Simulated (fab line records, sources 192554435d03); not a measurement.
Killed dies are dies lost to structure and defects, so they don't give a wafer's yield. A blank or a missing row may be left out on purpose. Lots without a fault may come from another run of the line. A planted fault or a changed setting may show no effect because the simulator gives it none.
Split-lot experiment | flow n5_finfet | 7 lots, 21 wafers read, on a route of 1938 steps

THE SPLIT
At N5_BEOL_M2_COAT_67 (time 60 s, resist thk 60 nm), the setting spin_rpm was moved away from the recipe's 1500 rpm on 7 of the 21 wafers read, by -10.2% to +9.3%. The other wafers ran this setting at the recipe's value.

FROM THE SPLIT TO THE READING: what the file shows between them, 5 steps
- N5_BEOL_M2_COAT_76: time 60 s, resist thk 5 nm (also split here: time_s)
- N5_BEOL_M2_COAT_22: resist thk 30 nm
- N5_BEOL_M2_EBR_24
- N5_BEOL_M2_ALD_98: deposits SiO2, target thk 2.5 nm, pulse time 1 s, co reactant pulse time 1 s
- N5_BEOL_M2_ETCHBACK_99: etches SiO2 in CHF3, target depth 5 nm, time 10.4 s

THE READING
etch.depth_nm (the simulator's own value, which no gauge read), in nm, at N5_BEOL_M2_ETCH_70 (etches SOC in N2/H2, target depth 80 nm, overetch 24 nm, time 130 s). The file gives no usual value for it. The 14 wafers here that ran the recipe average 60.11 nm, standard deviation 0.14 nm.

wafer  | tool, chamber at the split | spin_rpm as run, rpm | against the recipe | etch.depth_nm, nm | against lot-mates on the recipe
L078.1 | litho_track-02, 0          | 1639                 | +9.3%              | 57.39             | -2.78
L078.3 | litho_track-02, 0          | 1639                 | +9.3%              | 57.48             | -2.69
L078.5 | litho_track-02, 0          | 1500                 | recipe             | 60.17             | -
L080.2 | litho_track-02, 0          | 1359                 | -9.4%              | 62.88             | +2.88
L080.3 | litho_track-02, 0          | 1359                 | -9.4%              | 63.1              | +3.10
L080.4 | litho_track-02, 0          | 1500                 | recipe             | 60                | -
L082.3 | litho_track-02, 0          | 1500                 | recipe             | 59.94             | -
L082.6 | litho_track-02, 0          | 1500                 | recipe             | 59.94             | -
L082.5 | litho_track-02, 0          | 1500                 | recipe             | 59.98             | -
L085.1 | litho_track-03, 0          | 1500                 | recipe             | 60.29             | -
L085.5 | litho_track-03, 0          | 1500                 | recipe             | 60.38             | -
L085.6 | litho_track-03, 0          | 1500                 | recipe             | 60.3              | -
L089.3 | litho_track-02, 0          | 1500                 | recipe             | 60.02             | -
L089.5 | litho_track-02, 0          | 1500                 | recipe             | 60.05             | -
L089.6 | litho_track-02, 0          | 1500                 | recipe             | 59.94             | -
L092.2 | litho_track-01, 0          | 1500                 | recipe             | 60.13             | -
L092.5 | litho_track-01, 0          | 1347                 | -10.2%             | 62.96             | +2.83
L092.6 | litho_track-01, 0          | 1347                 | -10.2%             | 63.37             | +3.24
L094.1 | litho_track-01, 0          | 1500                 | recipe             | 60.17             | -
L094.3 | litho_track-01, 0          | 1500                 | recipe             | 60.24             | -
L094.4 | litho_track-01, 0          | 1550                 | +3.3%              | 59.39             | -0.81

THE FIT
A straight line over all 21 wafers: etch.depth_nm changes by -0.296 nm for each +1% of spin_rpm; r = -1.00; the points scatter about the line by 0.16 nm.
The same after taking each lot's own level away (the mean of its wafers on the recipe; 21 wafers): -0.301 nm for each +1%; r = -1.00; scatter 0.1 nm.
On that fit, the largest move of spin_rpm shifts the reading by 3.1 nm.
The lots' own levels span 59.953 to 60.323 nm, that is 2.6 times the standard deviation above.
So the lot-to-lot level changes the slope little: the two slopes agree.
Check: with one of the wafers moved furthest among these (-10.2%) left out of the fit, the line predicts +3.17 nm for it against its lot-mates. It came out at +2.83 nm against them.

OTHER SPLITS ON THESE WAFERS
These wafers also went through other splits before the reading. Each is held against what the fit with the lots' levels taken away leaves over:
other split on the same wafers         | wafers away from the commonest value | r with etch.depth_nm (lot level and that fit taken away)
N5_MOL_CONTACT_COAG_ALD_123 ald_cycles | 8                                    | -0.21
N5_MOL_CONTACT_COAG_VIA_ETCH_46 bias_w | 7                                    | +0.01
N5_MOL_CONTACT_COAG_COAT_34 spin_rpm   | 6                                    | -0.12
N5_BEOL_M0_SAQP_COAT_08 spin_rpm       | 7                                    | -0.14
N5_BEOL_M0_ETCH_138 source_w           | 4                                    | -0.09
N5_BEOL_M0_ETCH_128 source_w           | 7                                    | -0.45
N5_BEOL_M1_ALD_98 ald_cycles           | 8                                    | -0.32
N5_BEOL_M2_COAT_76 time_s              | 6                                    | -0.31

THE WHOLE CHAIN: every reading that the file lists as answering this split, in the file's order
step               | what it does                                                        | reading                                                                        | change (the file's fit)               | r (the file's)
N5_BEOL_M2_COAT_67 | time 60 s, resist thk 60 nm                                         | SOC_of_BEOL_M2_COAT_67.thk_nm (the simulator's own value, which no gauge read) | -0.302 nm for each +1% of the setting | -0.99
N5_BEOL_M2_ETCH_70 | etches SOC in N2/H2, target depth 80 nm, overetch 24 nm, time 130 s | etch.depth_nm (the simulator's own value, which no gauge read)                 | -0.301 nm for each +1% of the setting | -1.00

THE FILE'S OWN FIT
etch.depth_nm changes by -0.301 nm for each +1% of spin_rpm, r = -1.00.
